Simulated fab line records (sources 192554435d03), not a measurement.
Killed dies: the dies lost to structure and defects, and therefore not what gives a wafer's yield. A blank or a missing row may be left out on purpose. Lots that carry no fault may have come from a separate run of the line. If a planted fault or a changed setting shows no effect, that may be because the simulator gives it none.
Split-lot trial    flow n5Finfet    21 wafers read from 7 lots, route of 1938 steps

THE SPLIT ITSELF
At N5_BEOL_M3_EXPOSE_25 (exposes mask V2, defocus 5 nm), the setting doseMj was moved away from the recipe's 63 on 9 of the 21 wafers read, by -7.5% to +6.9%. For the rest of the wafers, this setting stayed at what the recipe calls for.

FROM THE SPLIT TO THE READING: what the file shows between them, 2 steps
- N5_BEOL_M3_PEB_26: peb time 60 s
- N5_BEOL_M3_DEVELOP_27: develop time 30 s

THE READING
cdNm, in nm, at N5_BEOL_M3_CD_MEAS_28 (target cd 25.7 nm, target cd y 23.3 nm). On this fab line, fault-free wafers typically give 25.74 nm with a standard deviation of 0.24 nm.

wafer   tool, chamber at the split  doseMj as run  against the recipe  cdNm, nm  against lot-mates on the recipe
L077.1  euvScanner-02, 0            58.87          -6.6%               24.40     -1.34
L077.3  euvScanner-02, 0            63             recipe              25.74     -
L077.4  euvScanner-02, 0            58.87          -6.6%               24.67     -1.07
L078.1  euvScanner-02, 0            63             recipe              25.80     -
L078.2  euvScanner-02, 0            65.45          +3.9%               26.95     +1.15
L078.4  euvScanner-02, 0            65.45          +3.9%               26.65     +0.85
L079.1  euvScanner-01, 0            63             recipe              25.56     -
L079.2  euvScanner-01, 0            67.35          +6.9%               26.69     +1.14
L079.6  euvScanner-01, 0            63             recipe              25.54     -
L083.1  euvScanner-02, 0            63             recipe              25.93     -
L083.2  euvScanner-02, 0            63             recipe              25.59     -
L083.6  euvScanner-02, 0            63             recipe              25.98     -
L082.2  euvScanner-02, 0            63             recipe              25.72     -
L082.4  euvScanner-02, 0            63             recipe              25.70     -
L082.5  euvScanner-02, 0            63             recipe              25.19     -
L087.1  euvScanner-01, 0            63             recipe              25.49     -
L087.2  euvScanner-01, 0            63             recipe              25.89     -
L087.4  euvScanner-01, 0            65.9           +4.6%               26.05     +0.36
L089.1  euvScanner-02, 0            58.29          -7.5%               24.55     no lot-mate on the recipe
L089.2  euvScanner-02, 0            58.29          -7.5%               24.19     no lot-mate on the recipe
L089.4  euvScanner-02, 0            58.29          -7.5%               24.51     no lot-mate on the recipe

THE FIT
A straight line over all 21 wafers: cdNm changes by +0.173 nm for each +1% of doseMj; r = +0.94; the points scatter about the line by 0.26 nm.
The same after taking each lot's own level away (the mean of its wafers on the recipe; 18 wafers): +0.179 nm for each +1%; r = +0.93; scatter 0.23 nm.
Per that fit: largest doseMj move, reading shift of 1.3 nm.
From 25.537 to 25.833 nm: that is the span of the lots' own levels, equal to 1.2 times the standard deviation above.
Hence the lot-to-lot level has little effect on the slope; both slopes agree.
Check: with one of the wafers moved furthest among these (+6.9%) left out of the fit, the line predicts +1.27 nm for it against its lot-mates. Against them it came out at +1.14 nm.

OTHER SPLITS ON THESE WAFERS
Note: prior to the reading, these wafers also went through further splits. Each is held against what the fit with the lots' levels taken away leaves over:
other split on the same wafers               wafers away from the commonest value  r with cdNm (lot level and that fit taken away)
N5_SD_EPI_P_COAT_03 spinRpm                  10                                    +0.17
N5_SDB_COAT_05 spinRpm                       6                                     +0.27
N5_MOL_CONTACT_COAG_CONTACT_ETCH_14 sourceW  4                                     +0.49
N5_MOL_CONTACT_COAG_CVD_140 targetThkA       5                                     -0.09
N5_BEOL_M0_SAQP_PEB_12 pebTimeS              7                                     +0.27
N5_BEOL_M0_SAQP_DESCUM_19 timeS              11                                    -0.28
N5_BEOL_M1_PECVD_72 timeS                    9                                     +0.50
N5_BEOL_M3_COAT_76 spinRpm                   5                                     -0.15

THE FILE'S OWN FIT
cdNm changes by +0.168 nm for each +1% of doseMj, r = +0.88.
